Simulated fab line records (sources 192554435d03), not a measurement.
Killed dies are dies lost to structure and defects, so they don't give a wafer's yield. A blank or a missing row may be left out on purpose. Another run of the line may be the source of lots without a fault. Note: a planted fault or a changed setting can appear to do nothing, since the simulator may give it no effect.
Split-lot experiment + flow n5_finfet + 6 lots, 12 wafers read, on a route of 1938 steps

== ON THE SPLIT ==
At N5_BEOL_M4_SPUTTER_94 (material Cu, target thk 4.5 nm, time 8.29 s), the setting time_s was moved away from the recipe's 8.29 s on 3 of the 12 wafers read, by -10.5% to +13.7%. The other wafers ran this setting at the recipe's value.

The reading is taken at the split's own step.

== THE READING ==
Cu_of_BEOL_M4_SPUTTER_94.thk_nm (the simulator's own value, which no gauge read), in nm, at N5_BEOL_M4_SPUTTER_94 (material Cu, target thk 4.5 nm, time 8.29 s). There is no usual value for it anywhere in the file. The 9 wafers here that ran the recipe average 4.5 nm, standard deviation 0.14 nm.

| wafer  | tool, chamber at the split | time_s as run, s | against the recipe | Cu_of_BEOL_M4_SPUTTER_94.thk_nm, nm | against lot-mates on the recipe |
|--------|----------------------------|------------------|--------------------|-------------------------------------|---------------------------------|
| L086.4 | pvd_sputter-02, -          | 8.29             | recipe             | 4.8                                 | -                               |
| L088.3 | pvd_sputter-03, -          | 8.29             | recipe             | 4.4                                 | -                               |
| L088.4 | pvd_sputter-03, -          | 7.421            | -10.5%             | 3.8                                 | -0.6                            |
| L090.1 | pvd_sputter-03, -          | 8.29             | recipe             | 4.4                                 | -                               |
| L090.5 | pvd_sputter-03, -          | 8.29             | recipe             | 4.4                                 | -                               |
| L093.2 | pvd_sputter-02, -          | 8.29             | recipe             | 4.6                                 | -                               |
| L096.1 | pvd_sputter-02, -          | 9.426            | +13.7%             | 5.2                                 | +0.6                            |
| L096.6 | pvd_sputter-02, -          | 9.426            | +13.7%             | 5.2                                 | +0.6                            |
| L096.2 | pvd_sputter-02, -          | 8.29             | recipe             | 4.6                                 | -                               |
| L097.4 | pvd_sputter-03, -          | 8.29             | recipe             | 4.4                                 | -                               |
| L097.5 | pvd_sputter-03, -          | 8.29             | recipe             | 4.4                                 | -                               |
| L097.6 | pvd_sputter-03, -          | 8.29             | recipe             | 4.4                                 | -                               |

THE FIT
A straight line over all 12 wafers: Cu_of_BEOL_M4_SPUTTER_94.thk_nm changes by +0.0556 nm for each +1% of time_s; r = +0.94; the points scatter about the line by 0.13 nm.
The same after taking each lot's own level away (the mean of its wafers on the recipe; 12 wafers): +0.0474 nm for each +1%; r = +0.99; scatter 0.035 nm.
That fit puts the effect of the largest move of time_s on the reading at 0.65 nm.
The lots' own levels span 4.40 to 4.80 nm, that is 2.9 times the standard deviation above.
So the slope is not independent of the lot-to-lot level: the two fits are not the same.
Check: for one of the wafers moved furthest among these (+13.7%), held out of the fit, the line's prediction against its lot-mates is +0.656 nm. It came out at +0.6 nm against them.

== ADDITIONAL SPLITS CARRIED BY THESE WAFERS ==
These wafers also went through other splits before the reading. Each is held against what the fit with the lots' levels taken away leaves over:
| other split on the same wafers | wafers away from the commonest value | r with Cu_of_BEOL_M4_SPUTTER_94.thk_nm (lot level and that fit taken away) |
|--------------------------------|--------------------------------------|----------------------------------------------------------------------------|
| N5_BEOL_M3_ILD_DEP_00 time_s   | 4                                    | -0.04                                                                      |
| N5_BEOL_M4_COAT_62 spin_rpm    | 5                                    | -0.15                                                                      |

== FILE'S OWN FIT ==
Cu_of_BEOL_M4_SPUTTER_94.thk_nm changes by +0.0479 nm for each +1% of time_s, r = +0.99.
